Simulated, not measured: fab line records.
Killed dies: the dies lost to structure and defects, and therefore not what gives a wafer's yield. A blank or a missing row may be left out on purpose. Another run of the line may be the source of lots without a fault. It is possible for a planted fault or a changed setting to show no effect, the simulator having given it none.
Which tool is to blame? | flow nand harc | 7 lots, 21 wafers sampled, at 2 steps of a route of 1302

== WHAT THE GAUGES SHOWED, per wafer ==
NHARC_A_DECK1_JOINT_THK_MEAS_17: measures by ellipsometry.
lot  | measured     | on            | thk nm (nm)
L686 | day 14 08:05 | film metro-02 | 44.8 45.8 44.5
L689 | day 15 08:04 | film metro-01 | 44.6 45.1 44.5
L690 | day 16 02:12 | film metro-02 | 45.8 46.2 45.1
L693 | day 16 23:20 | film metro-01 | 44.3 44.0 45.0
L699 | day 19 17:08 | film metro-02 | 44.6 44.7 43.0
L700 | day 19 23:55 | film metro-01 | 43.9 44.1 45.8
L704 | day 22 04:59 | film metro-02 | 45.1 47.1 44.3

== WHICH TOOL RAN EACH LOT (tool, then ch and the chambers of the sampled wafers, then the start) ==
lot  | NHARC_A_DECK1_JOINT_DEP_16
L686 | pecvd-03 ch 0,1,2, day 14 07:49
L689 | pecvd-03 ch 0,1,2, day 15 07:47
L690 | pecvd-04 ch 0,1, day 16 01:56
L693 | pecvd-01 ch 0,2, day 16 23:05
L699 | pecvd-01 ch 0,1, day 19 16:51
L700 | pecvd-01 ch 1,2, day 19 23:40
L704 | pecvd-01 ch 0,2, day 22 04:44
- NHARC_A_DECK1_JOINT_DEP_16: deposits SiO2, target thk 45 nm.

== THE ANSWER, worked out from the rows above alone ==
Rule: what is usual is taken from the lots themselves. The widest of any qualifying gaps counts: lots, ordered by their means at a reading, are off when they make up no more than a third of the lots, leave a main group of 4 or more, and stand apart from it by 3 or more times the standard deviation of that group's means. The tables above print the reading to a certain number of digits; a main group whose means all agree to those digits is not used. Also off: a lot with no number at a reading for which 4 or more lots have one. Any other lot the step has rows for is counted as sound.
Nothing can be told from this: no lot is off at any reading shown.

== WHAT WAS PUT IN BY THE SIMULATOR ==
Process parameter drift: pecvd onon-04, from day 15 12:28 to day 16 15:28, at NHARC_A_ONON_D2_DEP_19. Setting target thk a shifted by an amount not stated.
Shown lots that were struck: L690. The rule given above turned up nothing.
